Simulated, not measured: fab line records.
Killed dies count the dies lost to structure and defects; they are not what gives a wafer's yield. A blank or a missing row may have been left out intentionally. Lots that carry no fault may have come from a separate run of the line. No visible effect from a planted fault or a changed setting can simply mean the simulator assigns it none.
Chamber matching    flow n5_finfet    rie_diel-04 running N5_HKMG_FIN_DESCUM_17: 4 sister chambers
The step chemistry O2, time 7.9 s. 7 wafers are shown with their chamber, then 7 later ones without.

== WAFERS WITH THEIR CHAMBER ==
wafer   chamber  drypump_motor_current_A (A)  showerhead_plenum_p_Torr (Torr)
L079.4  3        5.19                         2.09
L085.2  1        5.92                         1.98
L087.2  1        5.91                         1.98
L087.3  0        5.53                         2.08
L087.4  2        5.41                         2.06
L091.2  2        5.39                         2.06
L091.4  0        5.54                         2.07

== WAFERS MISSING THEIR CHAMBER ==
wafer   drypump_motor_current_A (A)  showerhead_plenum_p_Torr (Torr)
L091.5  5.54                         2.08
L094.2  5.52                         2.07
L094.3  5.92                         1.97
L094.4  5.37                         2.06
L095.3  5.20                         2.07
L095.4  5.39                         2.06
L095.5  5.19                         2.07

== WHICH CHAMBER EACH ONE RAN IN ==
wafer   from the rows above  in truth
L091.5  0                    0
L094.2  0                    0
L094.3  1                    1
L094.4  2                    2
L095.3  3                    3
L095.4  2                    2
L095.5  3                    3
Placed correctly: 7 of 7. Can't be placed from these rows: 0. Placed wrongly: 0.
How it was worked out, from the rows above alone: a wafer's distance from a chamber is the root of the sum, over the readings, of the square of ((its reading less the chamber's mean) divided by the reading's scatter). If the next closest chamber is less than 2 further off than the closest, the wafer can't be placed; otherwise it belongs to the closest. A chamber's mean is the mean of its shown wafers. The scatter: take each reading less its chamber's mean, square it, sum over the shown wafers, divide by the number of wafers less the number of chambers, and take the root.
